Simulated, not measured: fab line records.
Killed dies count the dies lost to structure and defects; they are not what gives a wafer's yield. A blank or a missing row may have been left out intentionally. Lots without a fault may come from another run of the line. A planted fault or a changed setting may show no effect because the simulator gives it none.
Which tool was responsible?	flow n5 finfet	33 wafers from 11 lots sampled at 5 of the route's 1938 steps

## WHAT THE GAUGES READ, wafer by wafer
The record holds no reading of a measuring or inspecting step that can be judged against a usual standard deviation.

## WHICH TOOL RAN EACH LOT (tool, then ch and the chambers of the sampled wafers, then the start)
lot	N5_BEOL_M5_CURE_80	N5_BEOL_M5_SPUTTER_83	N5_BEOL_M5_SPUTTER_90	N5_BEOL_M5_ECD_50	N5_BEOL_M5_CMP_52
L775	uv cure-01 ch 2, day 8 04:38	pvd sputter-01, day 8 08:19	pvd sputter-01, day 8 10:29	ecd cu-01 ch 0,1, day 8 10:37	cmp-03 ch 0,1, day 8 10:59
L776	uv cure-01 ch 0, day 8 12:23	pvd sputter-01, day 8 15:37	pvd sputter-01, day 8 17:47	ecd cu-02 ch 0,1, day 8 17:55	cmp-02 ch 0,1, day 8 18:20
L779	uv cure-02 ch 0, day 8 17:53	pvd sputter-01, day 8 21:44	pvd sputter-01, day 8 23:54	ecd cu-01 ch 0,1, day 9 00:02	cmp-02 ch 0,2,3, day 9 00:27
L780	uv cure-01 ch 2, day 9 03:16	pvd sputter-03, day 9 06:45	pvd sputter-03, day 9 08:55	ecd cu-02 ch 0,1, day 9 09:02	cmp-01 ch 0,1,3, day 9 09:25
L781	uv cure-03 ch 0, day 9 16:16	pvd sputter-01, day 9 19:44	pvd sputter-01, day 9 22:27	ecd cu-01 ch 0,1, day 9 22:34	cmp-02 ch 0,2,3, day 9 22:58
L782	uv cure-02 ch 1, day 9 22:59	pvd sputter-03, day 10 02:39	pvd sputter-03, day 10 04:50	ecd cu-01 ch 0,1, day 10 04:56	cmp-03 ch 0,3, day 10 05:20
L784	uv cure-01 ch 1, day 10 07:34	pvd sputter-02, day 10 11:41	pvd sputter-02, day 10 13:52	ecd cu-01 ch 0,1, day 10 13:59	cmp-03 ch 1,2, day 10 14:24
L785	uv cure-01 ch 1, day 10 19:19	pvd sputter-03, day 10 23:25	pvd sputter-03, day 11 01:35	ecd cu-01 ch 0,1, day 11 01:43	cmp-03 ch 1,2,3, day 11 02:07
L786	uv cure-02 ch 1, day 11 02:25	pvd sputter-02, day 11 05:53	pvd sputter-02, day 11 08:03	ecd cu-02 ch 0,1, day 11 08:10	cmp-01 ch 1,2, day 11 08:41
L787	uv cure-03 ch 1, day 11 05:49	pvd sputter-03, day 11 09:03	pvd sputter-03, day 11 11:13	ecd cu-01 ch 0,1, day 11 11:20	cmp-03 ch 1,2, day 11 11:46
L798	uv cure-01 ch 0, day 14 06:59	pvd sputter-03, day 14 10:23	pvd sputter-03, day 14 12:33	ecd cu-01 ch 0,1, day 14 12:40	cmp-02 ch 2,3, day 14 13:05
- N5_BEOL_M5_CURE_80: cures SiCOH lowk, time 120 s.
- N5_BEOL_M5_SPUTTER_83: material Cu, target thk 15 nm, time 27.62 s.
- N5_BEOL_M5_SPUTTER_90: material Cu, target thk 4.5 nm, time 8.29 s.
- N5_BEOL_M5_ECD_50: material Cu, target thk 300 nm.
- N5_BEOL_M5_CMP_52: polishes, stops on SiCOH lowk, t overpolish 6.9 s, target thk 62 nm.

## WHAT THE TOOLS THEMSELVES READ (means of the sampled wafers that have a number; where no wafer has one, the mark that the record gives instead)
N5_BEOL_M5_CURE_80.
lot	tool	lamp power pct (%)	wafer_temp_C_max
L775	uv cure-01	52.32	371.8
L776	uv cure-01	52.35	371.1
L779	uv cure-02	52.31	371.4
L780	uv cure-01	52.28	371.6
L781	uv cure-03	52.38	371.5
L782	uv cure-02	52.32	372.4
L784	uv cure-01	52.27	371.6
L785	uv cure-01	52.32	371.4
L786	uv cure-02	52.33	372.4
L787	uv cure-03	52.32	372.5
L798	uv cure-01	52.27	371.8

N5_BEOL_M5_SPUTTER_83.
lot	tool	chamber pressure pa (Pa)	throttle valve pct (%)
L775	pvd sputter-01	0.06984	30.4
L776	pvd sputter-01	0.07006	29.9
L779	pvd sputter-01	0.07009	31.0
L780	pvd sputter-03	0.06988	30.7
L781	pvd sputter-01	0.07002	30.1
L782	pvd sputter-03	0.06997	30.4
L784	pvd sputter-02	0.07000	29.3
L785	pvd sputter-03	0.07012	29.5
L786	pvd sputter-02	0.06988	29.1
L787	pvd sputter-03	0.06998	30.8
L798	pvd sputter-03	0.06992	30.9

N5_BEOL_M5_SPUTTER_90.
lot	tool	chamber pressure pa (Pa)	throttle valve pct (%)
L775	pvd sputter-01	0.06999	30.5
L776	pvd sputter-01	0.06994	30.0
L779	pvd sputter-01	0.07009	31.0
L780	pvd sputter-03	0.06986	30.6
L781	pvd sputter-01	0.06992	29.9
L782	pvd sputter-03	0.07003	30.4
L784	pvd sputter-02	0.06997	29.3
L785	pvd sputter-03	0.06992	29.6
L786	pvd sputter-02	0.06997	29.1
L787	pvd sputter-03	0.07008	30.6
L798	pvd sputter-03	0.07000	30.9

N5_BEOL_M5_CMP_52.
lot	tool	edge zone pressure frac	motor current A (A)	pad life wafers	retaining ring pressure frac	time to endpoint s (s)
L775	cmp-03	1.003	6.2	392	0.997	64.5
L776	cmp-02	1.002	5.8	1765	1.005	54.9
L779	cmp-02	0.998	5.5	1802	1.000	62.1
L780	cmp-01	0.997	6.6	1315	1.002	64.3
L781	cmp-02	0.997	5.3	1975	1.003	60.3
L782	cmp-03	1.001	5.5	734	1.000	63.5
L784	cmp-03	1.000	6.5	829	0.995	64.3
L785	cmp-03	0.997	6.0	932	1.000	81.0
L786	cmp-01	1.001	6.3	1682	1.006	59.5
L787	cmp-03	0.998	6.5	1022	0.998	73.0
L798	cmp-02	0.997	5.6	644	1.001	61.2

## THE ANSWER, worked out from the rows above alone
Rule: what is usual is taken from the lots themselves. The widest of any qualifying gaps counts: lots, ordered by their means at a reading, are off when they make up no more than a third of the lots, leave a main group of 4 or more, and stand apart from it by 3 or more times the standard deviation of that group's means. If all means in a main group match to the digits the tables above print for the reading, that group is not used. Also off: a lot with no number at a reading for which 4 or more lots have one. The other lots that the step has rows for count as sound. Order of review: gauges by route order, followed by the tools' own readings, for which a lot's mean as printed above is used. The first step at which some lot is off is used, and at that step the reading that is off furthest; a lot without a number counts as furthest.
None of the lots is off at any reading shown; this tells nothing.

## WHAT THE SIMULATOR HAD INSERTED
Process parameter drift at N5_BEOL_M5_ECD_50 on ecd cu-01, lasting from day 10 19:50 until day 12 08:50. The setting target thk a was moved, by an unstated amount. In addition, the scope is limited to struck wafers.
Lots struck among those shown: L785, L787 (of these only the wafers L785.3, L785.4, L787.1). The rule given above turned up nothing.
